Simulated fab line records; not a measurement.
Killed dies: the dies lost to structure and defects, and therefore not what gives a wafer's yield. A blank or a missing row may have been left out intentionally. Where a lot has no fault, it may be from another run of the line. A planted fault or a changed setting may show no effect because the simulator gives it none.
fab line records	flow n5_finfet
[record] lots = 5	wafers = 14	last_day = 18
route steps=1938 shown BEOL_M5@1120 PASSIVATION@1936
lots that met no fault: from a run of the same line without faults
start_h: start of the lot's first displayed wafer, in hours after the record's first day	wait_h: how many hours have passed since the lot's step before this one	" as in the row above	L1.1+2: a row that stands for several wafers	- either no value or no given start	* or withheld: withheld	< > ~ a bound
route shown NAME@n: NAME is a module with steps in the file, n the number in the route of the first one	usual: mean and standard deviation over wafers with no fault	same: alike in all rows	chamber/n: place in a boat	sites: per-site readings	_std_site: the values' standard deviation	_edge_site: mean of outer sites minus mean of inner sites	radius_mm: for every site, how far away it sits from the centre of the wafer	mask NAME#n: copy n	behind: the most recent tool/chamber to have shaped the wafer	hold: why the lot was held/for how many hours/how that ended	device: which transistor (n, p or np) failed to switch	end of line: the route-end tests of the same wafers	a step with no rows: only its recipe	killed: not the wafer's yield, but the dies lost to structure and defects at the first sort	map: per-die view of a wafer (x killed, . not killed, _ where there is no die)
set.NAME: the setting that was run; set.NAME@STEP: the one run at that earlier step	model.NAME: the simulator's own value behind a step, which no gauge read
a table for each step, a row for each wafer; lots at some steps of the route
services: when a tool's chamber went out of use (start_h, in hours from the record's first day, below 0 if earlier), for how many hours, and the reason
[[steps]]
[step N5_BEOL_M5_COAT_05]
[recipe] resist = CAR-EUV	spin_rpm = 1500	resist_thk_nm = 30
[step N5_BEOL_M5_EBR_07]
[recipe] solvent = PGMEA	ebr_width_mm = 1.5
[step N5_BEOL_M5_SOFTBAKE_06]
[recipe] temp_c = 110	time_s = 60	resist = CAR-EUV
[step N5_BEOL_M5_EXPOSE_08]
[recipe] mask_id = M5	na = 0.33	source_shape = annular	sigma_inner = 0.4	sigma_outer = 0.8	polarization = unpolarized	target_cd_nm = 28	dose_mj = 35.75
[step N5_BEOL_M5_PEB_09]
[recipe] peb_temp_c = 100	peb_time_s = 60	resist = CAR-EUV
[step N5_BEOL_M5_DEVELOP_10]
[recipe] develop_time_s = 30	developer = TMAH	resist = CAR-EUV	rinse_liquid = surfactant_rinse	dry = air_spin	dev_temp_c = 23
[step N5_BEOL_M5_CD_MEAS_11]
[recipe] target_cd_nm = 27.74	landing_energy_ev = 500	detector = se_inlens
[usual] cd_nm = 28.01/0.27
lot.wafer	tool	chamber	start_h	wait_h	cd_nm
L734.2	cd_sem-01	0	175.42	-	28.31
L734.3	"	0	"	"	28.19
L734.5	"	0	"	"	28.72
L738.2	cd_sem-02	0	233.28	-	27.88
L738.3	"	0	"	"	28.20
L738.4	"	0	"	"	27.75
L745.3	cd_sem-01	0	250.42	-	27.57
L745.4	"	0	"	"	27.81
L749.2	cd_sem-01	0	284.00	-	28.05
L749.3	"	0	"	"	27.65
L749.4	"	0	"	"	28.33
L755.2	cd_sem-03	0	321.03	-	27.81
L755.3	"	0	"	"	27.78
L755.6	"	0	"	"	27.76
[step N5_BEOL_M5_OVL_MEAS_12]
[recipe] points_per_wafer = 522
[usual] M5_OVL = 0.4/0.81
lot.wafer	tool	chamber	start_h	wait_h	M5_OVL[nm]
L734.2	overlay-01	0	175.46	0.0	0.6
L734.3	"	0	"	"	0.8
L734.5	"	0	"	"	0.4
L738.2	overlay-01	0	233.31	0.0	-0.2
L738.3	"	0	"	"	0.2
L738.4	"	0	"	"	0.9
L745.3	overlay-02	0	250.46	0.0	1.0
L745.4	"	0	"	"	-0.3
L749.2	overlay-01	0	284.04	0.0	0.5
L749.3	"	0	"	"	0.5
L749.4	"	0	"	"	0.9
L755.2	overlay-01	0	321.06	0.0	-0.9
L755.3	"	0	"	"	-0.1
L755.6	"	0	"	"	0.1
[step N5_BEOL_M5_INSPECT_13]
[recipe] mode = adi	inspect_instrument = brightfield
[usual] raw_defect_count = 414/110
lot.wafer	tool	chamber	start_h	wait_h	raw_defect_count
L734.2	defect_inspect-02	-	175.51	0.0	316
L734.3	"	-	"	"	450
L734.5	"	-	"	"	379
L738.2	defect_inspect-02	-	233.36	0.0	555
L738.3	"	-	"	"	414
L738.4	"	-	"	"	644
L745.3	defect_inspect-02	-	250.51	0.0	540
L745.4	"	-	"	"	403
L749.2	defect_inspect-02	-	284.09	0.0	456
L749.3	"	-	"	"	363
L749.4	"	-	"	"	325
L755.2	defect_inspect-01	-	321.12	0.0	418
L755.3	"	-	"	"	327
L755.6	"	-	"	"	262
[step N5_BEOL_M5_DESCUM_16]
[recipe] chemistry = O2	time_s = 7	source_power_w = 50	bias_power_w = 20	pressure_mtorr = 20	rf_frequency_hz = 2.712e+07	temp_c = 40	resist = CAR-EUV	o2_flow_sccm = 225
[step N5_BEOL_M5_ETCH_72]
[recipe] chemistry = N2/H2	target = underlayer	target_depth_a = 65	mask_material = CAR-EUV	time_s = 5.2	ion_energy_ev = 200	pressure_mtorr = 30	source_w = 840	bias_w = 150	n2_flow_sccm = 200	h2_flow_sccm = 200	ends = cleared
[step N5_BEOL_M5_ETCH_61]
[recipe] chemistry = CF4	target = SiARC	target_depth_a = 156	mask_material = CAR-EUV	time_s = 26	ion_energy_ev = 80	pressure_mtorr = 40	source_w = 545	bias_w = 36	Ar_flow_sccm = 100	cf4_flow_sccm = 100	ends = cleared
[usual] drypump_motor_current_A = 5.82/0.22	etch_rf_on_time_s = 25.9/0.55	oes_product_au = 0.66/0.074	rf_vpp_V = 184.2/0.97	showerhead_plenum_p_Torr = 2.14/0.051	throttle_valve_pct = 15.65/0.24
lot.wafer	tool	chamber	start_h	wait_h	drypump_motor_current_A	etch_rf_on_time_s	oes_product_au	rf_hours_counter_h	rf_vpp_V	showerhead_plenum_p_Torr	throttle_valve_pct
L734.2	rie_diel-06	2	175.60	0.0	6.04	25.6	0.64	170	183.0	2.13	15.65
L734.3	"	3	"	"	5.87	24.6	0.83	2	184.9	2.11	15.67
L734.5	"	0	"	"	5.84	26.4	0.77	-	184.5	2.10	15.35
L738.2	rie_diel-01	2	233.45	0.0	5.62	25.6	0.77	41	182.7	2.08	15.42
L738.3	"	1	"	"	6.28	26.5	0.61	198	183.6	2.21	16.11
L738.4	"	0	"	"	5.68	25.7	0.75	61	185.2	2.17	15.32
L745.3	rie_diel-06	2	250.89	0.0	6.00	26.1	0.61	191	183.7	2.13	15.67
L745.4	"	1	"	"	5.74	26.2	0.59	235	185.6	2.20	15.91
L749.2	rie_diel-01	2	284.18	0.0	5.61	25.7	0.75	56	183.2	2.08	15.45
L749.3	"	3	"	"	5.55	26.5	0.58	226	183.5	2.11	15.53
L749.4	"	0	"	"	5.67	25.7	0.73	77	184.2	2.16	15.37
L755.2	rie_diel-01	0	321.20	0.0	5.68	25.8	0.72	88	184.4	2.16	15.38
L755.3	"	1	"	"	6.24	26.2	0.60	222	184.7	2.20	16.15
L755.6	"	0	"	"	5.64	25.6	0.72	-	185.5	2.16	15.38
[step N5_BEOL_M5_ETCH_62]
[recipe] chemistry = N2/H2	target = SOC	target_depth_a = 750	overetch_a = 150	mask_material = SiARC	temp_c = 40	time_s = 112.5	ion_energy_ev = 200	pressure_mtorr = 30	source_w = 840	bias_w = 150	n2_flow_sccm = 200	h2_flow_sccm = 200
[usual] drypump_motor_current_A = 5.83/0.22	oes_product_au = 0.61/0.065	rf_vpp_V = 523.8/1.7	showerhead_plenum_p_Torr = 2.54/0.064	throttle_valve_pct = 17.9/0.3
lot.wafer	tool	chamber	start_h	wait_h	drypump_motor_current_A	oes_product_au	rf_hours_counter_h	rf_vpp_V	showerhead_plenum_p_Torr	throttle_valve_pct	model.SiARC_of_BEOL_M5_COAT_60.thk_nm	model.BEOL_M5.cd_nm
L734.2	rie_diel-06	2	175.63	0.0	6.01	0.58	170	523.1	2.54	17.8	7	28
L734.3	"	3	"	"	5.88	0.74	2	522.8	2.51	18.0	6.6	28.4
L734.5	"	0	"	"	5.92	0.72	-	523.0	2.49	17.6	7	28.6
L738.2	rie_diel-01	2	233.48	0.0	5.62	0.71	41	522.4	2.48	17.7	6.6	28.2
L738.3	"	1	"	"	6.25	0.57	198	525.1	2.63	18.3	7	28.4
L738.4	"	0	"	"	5.65	0.68	61	525.2	2.55	17.3	6.8	28
L745.3	rie_diel-06	2	250.92	0.0	5.99	0.57	191	524.2	2.53	17.8	5	28.6
L745.4	"	1	"	"	5.69	0.54	235	524.3	2.63	18.2	5	28.8
L749.2	rie_diel-01	2	284.20	0.0	5.62	0.69	56	521.8	2.47	17.7	6.8	27.8
L749.3	"	3	"	"	5.55	0.55	226	522.3	2.50	17.7	7	27.4
L749.4	"	0	"	"	5.66	0.67	77	524.1	2.54	17.3	6.8	27.6
L755.2	rie_diel-01	0	321.23	0.0	5.68	0.66	88	524.6	2.54	17.3	6.8	27.8
L755.3	"	1	"	"	6.23	0.56	222	526.3	2.62	18.4	6.8	27.8
L755.6	"	0	"	"	5.70	0.66	-	526.2	2.54	17.3	6.8	27.6
[step N5_BEOL_M5_STRIP_63]
[recipe] chemistry = N2/H2	temp_c = 40	n2_flow_sccm = 200	h2_flow_sccm = 200	rf_frequency_hz = 6e+07
[step N5_BEOL_M5_STRIP_73]
[recipe] chemistry = N2/H2	temp_c = 40	n2_flow_sccm = 200	h2_flow_sccm = 200	rf_frequency_hz = 6e+07
[step N5_BEOL_M5_STRIP_64]
[recipe] chemistry = CF4	resist = SiARC	power_w = 300	bias_power_w = 75	pressure_mtorr = 50	cf4_flow_sccm = 150	rf_frequency_hz = 6e+07
[usual] bias_power_w = 74.99/0.25	drypump_motor_current_A = 5.82/0.23	oes_product_au = 0.77/0.081	rf_vpp_V = 271.0/1.2	showerhead_plenum_p_Torr = 1.79/0.042	throttle_valve_pct = 13.62/0.25
lot.wafer	tool	chamber	start_h	wait_h	bias_power_w	drypump_motor_current_A	oes_product_au	rf_hours_counter_h	rf_vpp_V	showerhead_plenum_p_Torr	throttle_valve_pct
L734.2	rie_diel-06	2	175.75	0.0	74.83	5.96	0.73	170	269.6	1.79	13.63
L734.3	"	3	"	"	75.01	5.88	0.93	3	270.5	1.77	13.63
L734.5	"	0	"	"	74.91	5.85	0.90	-	269.9	1.75	13.26
L738.2	rie_diel-01	2	233.60	0.0	75.15	5.61	0.88	41	269.8	1.74	13.34
L738.3	"	1	"	"	74.62	6.23	0.71	198	272.7	1.85	14.06
L738.4	"	0	"	"	75.14	5.70	0.86	61	269.4	1.82	13.30
L745.3	rie_diel-06	2	251.05	0.0	75.07	6.02	0.71	191	271.3	1.78	13.65
L745.4	"	1	"	"	74.91	5.75	0.68	235	274.3	1.84	13.93
L749.2	rie_diel-01	2	284.33	0.0	75.01	5.60	0.86	56	269.5	1.73	13.40
L749.3	"	3	"	"	75.25	5.55	0.68	226	269.6	1.77	13.54
L749.4	"	0	"	"	74.48	5.65	0.84	77	270.3	1.82	13.34
L755.2	rie_diel-01	0	321.36	0.0	75.03	5.64	0.82	88	272.0	1.81	13.36
L755.3	"	1	"	"	75.03	6.26	0.70	222	271.9	1.84	14.10
L755.6	"	0	"	"	75.57	5.64	0.82	-	271.6	1.81	13.35
[step N5_BEOL_M5_HM_OPEN_17]
[recipe] chemistry = Cl2/BCl3	target_depth_a = 200	overetch_a = 60	target = TiN	mask_material = SOC	ion_energy_ev = 150	pressure_mtorr = 10	icp_w = 1000	bias_w = 126	Cl2_flow_sccm = 53.25	bcl3_flow_sccm = 21.75	Ar_flow_sccm = 25
[usual] drypump_motor_current_A = 5.9/0.32	oes_product_au = 0.69/0.067	throttle_valve_pct = 22.09/0.18
lot.wafer	tool	chamber	start_h	wait_h	drypump_motor_current_A	oes_product_au	rf_hours_counter_h	throttle_valve_pct
L734.2	rie_metal-02	1	175.79	0.0	5.6	0.59	72	22.12
L734.3	"	0	"	"	6.0	0.68	-	21.92
L734.5	"	0	"	"	6.0	0.68	-	21.91
L738.2	rie_metal-01	0	233.65	0.0	5.5	0.68	44	22.45
L738.3	"	1	"	"	6.6	0.71	-	22.12
L738.4	"	0	"	"	5.5	0.67	-	22.45
L745.3	rie_metal-01	1	251.13	0.1	6.6	0.71	-	22.13
L745.4	"	0	"	"	5.5	0.67	-	22.46
L749.2	rie_metal-02	0	284.38	0.0	6.0	0.67	39	21.93
L749.3	"	1	"	"	5.6	0.57	-	22.14
L749.4	"	0	"	"	5.9	0.66	-	21.92
L755.2	rie_metal-03	0	321.40	0.0	6.0	0.78	7	22.19
L755.3	"	0	"	"	6.0	0.79	-	22.19
L755.6	"	0	"	"	6.0	0.78	-	22.19
[step N5_BEOL_M5_STRIP_19]
[recipe] chemistry = O2	power_w = 400	temp_c = 40	pressure_mtorr = 30	rf_frequency_hz = 6e+07	bias_power_w = 0	overash_fraction = 0.2	o2_flow_sccm = 225
[step N5_BEOL_M5_CD_MEAS_18]
[recipe] pitch_nm = 56	target_cd_nm = 28
[usual] cd_nm = 28.0/0.37
lot.wafer	tool	chamber	start_h	wait_h	cd_nm
L734.2	cd_sem-01	-	175.98	0.1	28.1
L734.3	"	-	"	"	28.2
L734.5	"	-	"	"	28.3
L738.2	cd_sem-02	-	233.90	0.1	27.8
L738.3	"	-	"	"	28.2
L738.4	"	-	"	"	27.7
L745.3	cd_sem-02	-	251.28	0.1	28.3
L745.4	"	-	"	"	28.7
L749.2	cd_sem-01	-	284.68	0.1	27.8
L749.3	"	-	"	"	27.3
L749.4	"	-	"	"	27.5
L755.2	cd_sem-03	-	321.69	0.1	27.6
L755.3	"	-	"	"	27.6
L755.6	"	-	"	"	27.6
[step N5_BEOL_M5_COAT_65]
[recipe] resist = SOC	temp_c = 250	time_s = 60	spin_rpm = 1500	resist_thk_nm = 60
[step N5_BEOL_M5_COAT_66]
[recipe] resist = SiARC	temp_c = 220	time_s = 60	spin_rpm = 1500	resist_thk_nm = 12
[step N5_BEOL_M5_COAT_74]
[recipe] resist = underlayer	temp_c = 205	time_s = 60	spin_rpm = 1500	resist_thk_nm = 5
[step N5_BEOL_M5_COAT_22]
[recipe] resist = CAR-EUV	spin_rpm = 1500	resist_thk_nm = 30
[step N5_BEOL_M5_EBR_24]
[recipe] solvent = PGMEA	ebr_width_mm = 1.5
[step N5_BEOL_M5_SOFTBAKE_23]
[recipe] temp_c = 110	time_s = 60	resist = CAR-EUV
[step N5_BEOL_M5_EXPOSE_25]
[recipe] mask_id = V4	na = 0.33	source_shape = quasar	sigma_inner = 0.2	sigma_outer = 0.6	polarization = unpolarized	defocus_nm = 10	dose_mj = 52.75
[step N5_BEOL_M5_PEB_26]
[recipe] peb_temp_c = 100	peb_time_s = 60	resist = CAR-EUV
[step N5_BEOL_M5_DEVELOP_27]
[recipe] develop_time_s = 30	developer = TMAH	resist = CAR-EUV	rinse_liquid = surfactant_rinse	dry = air_spin	dev_temp_c = 23
[step N5_BEOL_M5_CD_MEAS_28]
[recipe] target_cd_nm = 30.6	landing_energy_ev = 500	detector = se_inlens	target_cd_y_nm = 20	polarity = opening
[usual] cd_nm = 30.50/0.26
lot.wafer	tool	chamber	start_h	wait_h	cd_nm
L734.2	cd_sem-02	0	177.00	-	30.27
L734.3	"	0	"	"	30.42
L734.5	"	0	"	"	30.64
L738.2	cd_sem-01	0	235.01	-	30.27
L738.3	"	0	"	"	30.31
L738.4	"	0	"	"	30.35
L745.3	cd_sem-02	0	259.60	-	30.45
L745.4	"	0	"	"	30.04
L749.2	cd_sem-01	0	290.19	-	30.33
L749.3	"	0	"	"	30.78
L749.4	"	0	"	"	30.41
L755.2	cd_sem-02	0	322.99	-	30.62
L755.3	"	0	"	"	30.62
L755.6	"	0	"	"	30.45
[step N5_BEOL_M5_OVL_MEAS_29]
[recipe] points_per_wafer = 522
[usual] V4_OVL = 0.4/0.69
lot.wafer	tool	chamber	start_h	wait_h	V4_OVL[nm]
L734.2	overlay-02	0	177.03	0.0	0.0
L734.3	"	0	"	"	1.7
L734.5	"	0	"	"	1.4
L738.2	overlay-02	0	235.05	0.0	1.0
L738.3	"	0	"	"	0.7
L738.4	"	0	"	"	1.0
L745.3	overlay-02	0	259.64	0.0	0.9
L745.4	"	0	"	"	-0.5
L749.2	overlay-01	0	290.22	0.0	0.5
L749.3	"	0	"	"	0.9
L749.4	"	0	"	"	0.0
L755.2	overlay-01	0	323.02	0.0	-0.1
L755.3	"	0	"	"	-0.2
L755.6	"	0	"	"	0.5
[step N5_BEOL_M5_INSPECT_30]
[recipe] mode = adi	inspect_instrument = brightfield
[usual] raw_defect_count = 407/110
lot.wafer	tool	chamber	start_h	wait_h	raw_defect_count
L734.2	defect_inspect-02	-	177.08	0.0	329
L734.3	"	-	"	"	411
L734.5	"	-	"	"	371
L738.2	defect_inspect-01	-	235.10	0.0	514
L738.3	"	-	"	"	404
L738.4	"	-	"	"	585
L745.3	defect_inspect-01	-	259.68	0.0	490
L745.4	"	-	"	"	388
L749.2	defect_inspect-01	-	290.27	0.0	416
L749.3	"	-	"	"	367
L749.4	"	-	"	"	306
L755.2	defect_inspect-01	-	323.08	0.0	414
L755.3	"	-	"	"	330
L755.6	"	-	"	"	275
[step N5_BEOL_M5_DESCUM_33]
[recipe] chemistry = O2	time_s = 7	source_power_w = 50	bias_power_w = 20	pressure_mtorr = 20	rf_frequency_hz = 2.712e+07	temp_c = 40	resist = CAR-EUV	o2_flow_sccm = 225
[usual] bias_power_w = 19.99/0.055	drypump_motor_current_A = 5.84/0.27	oes_product_au = 0.76/0.087	rf_vpp_V = 243.4/1.3	showerhead_plenum_p_Torr = 2.10/0.057	throttle_valve_pct = 20.50/0.27
lot.wafer	tool	chamber	start_h	wait_h	bias_power_w	drypump_motor_current_A	oes_product_au	rf_hours_counter_h	rf_vpp_V	showerhead_plenum_p_Torr	throttle_valve_pct
L734.2	rie_diel-02	2	177.12	0.0	20.00	5.44	0.73	190	244.8	2.16	20.53
L734.3	"	0	"	"	19.93	5.81	0.71	175	241.4	2.01	20.62
L734.5	"	3	"	"	19.93	5.83	0.70	-	243.5	2.14	20.59
L738.2	rie_diel-02	3	235.22	0.1	20.07	5.81	0.69	247	244.3	2.13	20.62
L738.3	"	1	"	"	20.06	6.34	0.73	179	244.2	2.16	20.30
L738.4	"	2	"	"	20.07	5.46	0.72	207	243.4	2.15	20.57
L745.3	rie_diel-06	0	259.72	0.0	19.97	5.85	0.86	46	241.4	2.06	20.40
L745.4	"	2	"	"	19.99	5.99	0.71	193	243.9	2.06	20.32
L749.2	rie_diel-02	2	290.51	0.2	19.97	5.46	0.69	224	243.9	2.15	20.60
L749.3	"	1	"	"	20.01	6.33	0.71	198	244.0	2.15	20.32
L749.4	"	0	"	"	20.04	5.82	0.69	206	241.1	2.00	20.68
L755.2	rie_diel-02	2	323.21	0.1	20.04	5.47	0.69	233	243.0	2.14	20.60
L755.3	"	0	"	"	20.00	5.81	0.69	216	242.5	2.00	20.72
L755.6	"	2	"	"	20.01	5.46	0.69	-	243.7	2.14	20.61
[step N5_BEOL_M5_ETCH_75]
[recipe] chemistry = N2/H2	target = underlayer	target_depth_a = 65	mask_material = CAR-EUV	time_s = 5.2	ion_energy_ev = 200	pressure_mtorr = 30	source_w = 840	bias_w = 150	n2_flow_sccm = 200	h2_flow_sccm = 200	ends = cleared
[step N5_BEOL_M5_ETCH_67]
[recipe] chemistry = CF4	target = SiARC	target_depth_a = 156	mask_material = CAR-EUV	time_s = 26	ion_energy_ev = 80	pressure_mtorr = 40	source_w = 545	bias_w = 36	Ar_flow_sccm = 100	cf4_flow_sccm = 100	ends = cleared
[usual] drypump_motor_current_A = 5.84/0.27	etch_rf_on_time_s = 25.9/0.61	oes_product_au = 0.65/0.076	rf_vpp_V = 184.2/1.2	showerhead_plenum_p_Torr = 2.15/0.067	throttle_valve_pct = 15.69/0.22
lot.wafer	tool	chamber	start_h	wait_h	drypump_motor_current_A	etch_rf_on_time_s	oes_product_au	rf_hours_counter_h	rf_vpp_V	showerhead_plenum_p_Torr	throttle_valve_pct
L734.2	rie_diel-02	2	177.17	0.0	5.46	26.2	0.61	190	183.8	2.22	15.86
L734.3	"	0	"	"	5.79	26.3	0.61	175	181.9	2.03	15.68
L734.5	"	3	"	"	5.84	24.8	0.61	-	183.8	2.19	15.90
L738.2	rie_diel-02	3	235.27	0.0	5.77	24.8	0.60	247	184.6	2.19	15.92
L738.3	"	1	"	"	6.35	25.3	0.62	179	184.3	2.22	15.65
L738.4	"	2	"	"	5.46	26.6	0.59	207	185.0	2.21	15.88
L745.3	rie_diel-06	0	259.77	0.0	5.85	26.5	0.73	46	183.5	2.09	15.40
L745.4	"	2	"	"	5.96	26.0	0.61	193	184.4	2.13	15.67
L749.2	rie_diel-02	2	290.56	0.0	5.46	26.3	0.58	224	184.5	2.21	15.94
L749.3	"	1	"	"	6.30	25.3	0.61	198	184.8	2.22	15.69
L749.4	"	0	"	"	5.83	26.6	0.59	206	182.0	2.02	15.72
L755.2	rie_diel-02	2	323.26	0.0	5.46	26.6	0.58	233	185.1	2.20	15.94
L755.3	"	0	"	"	5.85	26.6	0.59	216	183.0	2.02	15.75
L755.6	"	2	"	"	5.46	26.7	0.58	-	183.5	2.20	15.95
[step N5_BEOL_M5_ETCH_68]
[recipe] chemistry = N2/H2	target = SOC	target_depth_a = 800	overetch_a = 160	mask_material = SiARC	temp_c = 40	time_s = 120	ion_energy_ev = 200	pressure_mtorr = 30	source_w = 840	bias_w = 150	n2_flow_sccm = 200	h2_flow_sccm = 200
[step N5_BEOL_M5_STRIP_69]
[recipe] chemistry = N2/H2	temp_c = 40	n2_flow_sccm = 200	h2_flow_sccm = 200	rf_frequency_hz = 6e+07
[step N5_BEOL_M5_STRIP_76]
[recipe] chemistry = N2/H2	temp_c = 40	n2_flow_sccm = 200	h2_flow_sccm = 200	rf_frequency_hz = 6e+07
[step N5_BEOL_M5_VIA_ETCH_34]
[recipe] chemistry = C4F6/O2	target = SiCOH_lowk	target_depth_a = 883	mask_material = SOC	taper_deg = 4	time_s = 39.2	ion_energy_ev = 250	pressure_mtorr = 30	source_w = 345	bias_w = 185	Ar_flow_sccm = 300	C4F6_flow_sccm = 10	O2_flow_sccm = 10
[step N5_BEOL_M5_STRIP_85]
[recipe] chemistry = C4F6/O2	resist = SiARC	rf_frequency_hz = 6e+07
[step N5_BEOL_M5_STRIP_36]
[recipe] chemistry = N2/H2	power_w = 450	temp_c = 40	pressure_mtorr = 20	rf_frequency_hz = 6e+07	overash_fraction = 0.3	bias_power_w = 7	h2_frac = 0.5	n2_flow_sccm = 200	h2_flow_sccm = 200
[step N5_BEOL_M5_TRENCH_ETCH_37]
[recipe] chemistry = C4F6/O2	target_depth_a = 716.52	target = SiCOH_lowk	time_s = 24.7	ion_energy_ev = 250	pressure_mtorr = 30	source_w = 345	bias_w = 185	Ar_flow_sccm = 300	C4F6_flow_sccm = 10	O2_flow_sccm = 10
[step N5_BEOL_M5_ETCH_41]
[recipe] chemistry = CH3F/O2	target = SiCN	target_depth_a = 315	taper_deg = 2	time_s = 56.7	ion_energy_ev = 120	mask_material = TiN	pressure_mtorr = 30	source_w = 395	bias_w = 75	Ar_flow_sccm = 150	CH3F_flow_sccm = 30	O2_flow_sccm = 20
[usual] drypump_motor_current_A = 5.84/0.27	oes_product_au = 0.76/0.087	rf_vpp_V = 297.4/1.3	showerhead_plenum_p_Torr = 2.01/0.066	throttle_valve_pct = 16.42/0.22
lot.wafer	tool	chamber	start_h	wait_h	drypump_motor_current_A	oes_product_au	rf_hours_counter_h	rf_vpp_V	showerhead_plenum_p_Torr	throttle_valve_pct	model.BEOL_M5.cd_nm
L734.2	rie_diel-02	2	-	-	5.45	0.71	190	298.8	2.09	16.62	28.2
L734.3	"	0	"	"	5.84	0.71	175	294.8	1.90	16.39	28.4
L734.5	"	3	"	"	5.80	0.71	-	298.8	2.06	16.62	28.4
L738.2	rie_diel-02	3	-	-	5.80	0.70	247	298.1	2.05	16.66	28
L738.3	"	1	"	"	6.30	0.73	179	298.6	2.08	16.37	28.4
L738.4	"	2	"	"	5.45	0.71	207	298.2	2.08	16.67	28
L745.3	rie_diel-06	0	-	-	5.88	0.85	46	296.5	1.96	16.17	28.4
L745.4	"	2	"	"	6.02	0.71	193	297.9	1.99	16.37	28.8
L749.2	rie_diel-02	2	-	-	5.44	0.69	224	297.7	2.07	16.68	28
L749.3	"	1	"	"	6.32	0.71	198	297.9	2.07	16.42	27.4
L749.4	"	0	"	"	5.84	0.69	207	294.4	1.89	16.45	27.6
L755.2	rie_diel-02	2	-	-	5.45	0.68	233	299.8	2.07	16.69	27.6
L755.3	"	0	"	"	5.85	0.68	216	295.0	1.88	16.47	27.8
L755.6	"	2	"	"	5.45	0.68	-	298.0	2.07	16.69	27.6
[step N5_PASSIVATION_PROBE_49]
[usual] defect_limited_yield = 91.0/1.4	killed_at_M0_to_M3 = 36/10	killed_at_M4_up = 15/5	killed_at_contacts = 12/6.1	killed_at_front_end = 40/13	killed_at_other = 3.8/2.9	killed_dies = 106/16	killed_open = 68/12	killed_short = 35/8.2	sort_bin_5_function = 5.2/0.9	sort_bin_6_memory = 3.4/0.71	sort_bin_8_speed = 0.0/0.46	sort_n_pass = 1073/17	sort_yield_pct = 91.0/1.5
[same] gross_dies = 1180	killed_at_back_side = 0	sort_bin_4_leakage[%] = 0
lot.wafer	tool	chamber	start_h	wait_h	defect_limited_yield[%]	killed_at_M0_to_M3	killed_at_M4_up	killed_at_contacts	killed_at_front_end	killed_at_other	killed_dies	killed_open	killed_short	sort_bin_5_function[%]	sort_bin_6_memory[%]	sort_bin_8_speed[%]	sort_n_pass	sort_yield_pct[%]
L738.2	prober-02	-	338.83	0.1	91.9	30	19	7	40	0	96	68	27	4.7	3.2	0	1084	91.9
L738.3	prober-02	-	338.88	0.1	91.9	34	15	5	41	0	95	56	39	4.9	2.4	0	1085	91.9
L738.4	prober-02	-	338.93	0.2	92.6	26	12	6	41	2	87	58	26	4.7	2.5	0	1093	92.6
L749.2	prober-02	-	395.79	0.1	91.2	43	15	8	35	3	104	66	35	5.1	3.6	0	1076	91.2
L749.3	prober-02	-	395.84	0.1	91.7	39	18	9	29	3	98	62	30	5.2	2.5	0	1082	91.7
L749.4	prober-02	-	395.89	0.2	90.4	50	22	28	12	1	113	79	33	5.8	3.4	0	1067	90.4
// killed by level:class
L738.2 BEOL_M3:geometric_particle:open=12 FIN_SAQP:geometric_particle:short=11 FIN_SAQP:geometric_particle:open=10 MOL_CONTACT_COAG:geometric_particle:open=7 BEOL_M2:geometric_particle:open=7 BEOL_M4:geometric_particle:open=7 DUMMY_GATE:geometric_particle:open=5 STI_FIN_REVEAL:geometric_particle:open=4
L738.3 BEOL_M2:geometric_particle:open=11 FIN_SAQP:geometric_particle:short=9 BEOL_M1:geometric_particle:open=8 GATE_CUT:geometric_particle:open=6 FIN_SAQP:geometric_particle:open=5 STI_FIN_REVEAL:geometric_particle:open=4 GATE_CUT:geometric_particle:short=4 BEOL_M0_SAQP:geometric_particle:short=4
L738.4 FIN_SAQP:geometric_particle:open=8 BEOL_M2:geometric_particle:open=8 FIN_SAQP:geometric_particle:short=7 BEOL_M1:geometric_particle:open=7 DUMMY_GATE:geometric_particle:open=5 MOL_CONTACT_COAG:geometric_particle:open=4 BEOL_M4:geometric_particle:open=4 ILD0:geometric_particle:open=3
L749.2 BEOL_M2:geometric_particle:open=10 MOL_CONTACT_COAG:geometric_particle:open=7 BEOL_M4:geometric_particle:open=7 ILD0:geometric_particle:short=6 ILD0:geometric_particle:open=6 BEOL_M1:geometric_particle:short=6 FIN_SAQP:geometric_particle:open=5 BEOL_M0_SAQP:geometric_particle:short=5
L749.3 BEOL_M4:geometric_particle:open=10 BEOL_M2:geometric_particle:open=9 MOL_CONTACT_COAG:geometric_particle:open=8 BEOL_M3:geometric_particle:open=8 FIN_SAQP:geometric_particle:short=4 BEOL_M0_SAQP:geometric_particle:open=4 BEOL_M1:geometric_particle:open=4 BEOL_M2:geometric_particle:short=4
L749.4 MOL_CONTACT_COAG:geometric_particle:open=22 BEOL_M2:geometric_particle:open=14 BEOL_M4:geometric_particle:open=11 BEOL_M3:geometric_particle:open=11 MOL_CONTACT_COAG:geometric_particle:short=5 BEOL_M1:geometric_particle:open=5 BEOL_M4:geometric_particle:short=5 BEOL_M0_SAQP:geometric_particle:short=4
[[services]]
tool	chamber	start_h	hours	kind
rie_metal-02	1	154.91	5.4	repair
rie_metal-01	-	156.65	15.6	pm
rie_diel-02	-	174.85	0.5	repair
rie_diel-01	2	175.04	8.4	repair
rie_diel-02	1	176.31	7.1	repair
rie_diel-02	0	177.64	1.8	repair
rie_metal-02	-	192.13	0.8	repair
rie_diel-01	2	193.75	29.0	repair
rie_metal-02	-	196.48	1.2	repair
rie_metal-03	0	203.27	-	clean
rie_metal-03	0	203.27	22.5	scheduled_down
rie_diel-02	3	245.46	-	clean
rie_diel-02	3	245.46	-	consumable_replace:esc
rie_diel-02	3	245.46	-	consumable_replace:focus_ring
rie_diel-02	3	245.46	23.3	scheduled_down
rie_diel-02	3	245.46	23.3	vent_cycle
rie_diel-06	-	256.20	0.5	repair
rie_diel-02	2	274.36	2.9	repair
rie_diel-01	1	284.52	11.2	repair
rie_diel-06	1	295.03	8.2	repair
rie_diel-06	1	311.64	-	clean
rie_diel-06	1	311.64	-	consumable_replace:focus_ring
rie_diel-06	1	311.64	15.2	scheduled_down
rie_diel-06	1	311.64	15.2	vent_cycle
[[key]]
first_sign none at tools or gauges
[model_effect] step = N5_BEOL_M5_ETCH_62	value = SiARC_of_BEOL_M5_COAT_60.thk_nm	without = 7	struck = 5
[model_effect] step = N5_BEOL_M5_ETCH_41	value = BEOL_M5.cd_nm	without = 27.7	struck = 28.6
met_at N5_BEOL_M5_ETCH_62
struck_wafers L745.3,L745.4
onset_between 175.63 250.92
also_fits N5_BEOL_M5_ETCH_61:rie_diel-06
[fault] kind = process_parameter_drift	tool = rie_diel-06	chamber = -	onset_h = 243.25	steps = N5_BEOL_M5_ETCH_62	channel = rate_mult	offset = 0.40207	shape = step	end_h = 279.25	scope = struck_wafers_only
